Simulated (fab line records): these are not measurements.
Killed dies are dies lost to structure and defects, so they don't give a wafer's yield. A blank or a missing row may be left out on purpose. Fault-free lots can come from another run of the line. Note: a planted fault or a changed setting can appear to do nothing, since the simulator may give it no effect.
Matching of chambers | flow nandHarc | 4 sister chambers for NHARC_THIN_TSV_ETCHBACK_48 on rieDiel-13
The step etches the open film in C4F8/Ar, target depth 1028.5 nm, time 405.17 s. 8 wafers are shown with their chamber, then 7 later ones without.

== WAFERS PAIRED WITH THEIR CHAMBERS ==
wafer  | chamber | rfVppV (V) | biasW (W)
L951.4 | 0       | 542        | 301.2
L957.5 | 3       | 547        | 300.3
L957.6 | 0       | 542        | 298.9
L959.1 | 2       | 548        | 299.2
L959.3 | 3       | 546        | 300.6
L959.6 | 1       | 549        | 298.6
L958.1 | 2       | 549        | 299.3
L958.4 | 1       | 547        | 298.2

== WAFERS MISSING THEIR CHAMBER ==
wafer  | rfVppV (V) | biasW (W)
L958.6 | 540        | 299.0
L960.2 | 545        | 300.1
L960.4 | 543        | 299.7
L960.5 | 548        | 301.5
L970.3 | 547        | 299.1
L970.4 | 549        | 299.1
L970.6 | 550        | 299.6

== WHICH CHAMBER EACH ONE RAN IN ==
wafer  | from the rows above          | in truth
L958.6 | 0                            | 0
L960.2 | can't be placed: 3 or 0      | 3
L960.4 | 0                            | 0
L960.5 | can't be placed: 3 or 2 or 1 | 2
L970.3 | can't be placed: 1 or 3 or 2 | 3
L970.4 | can't be placed: 2 or 1      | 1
L970.6 | can't be placed: 2 or 1      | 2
Placed correctly: 2 of 7. Unplaceable from these rows: 5, with the true chamber sitting among the candidates in 5. Placed wrongly: 0.
How it was worked out, from the rows above alone: a wafer's distance from a chamber is the root of the sum, over the readings, of the square of ((its reading less the chamber's mean) divided by the reading's scatter). If the next closest chamber is less than 2 further off than the closest, the wafer can't be placed; otherwise it belongs to the closest. The mean given for a chamber averages the wafers shown for that chamber. The scatter is the square root of a quotient: the sum, over the shown wafers, of each reading's squared deviation from its chamber's mean, divided by wafers minus chambers.
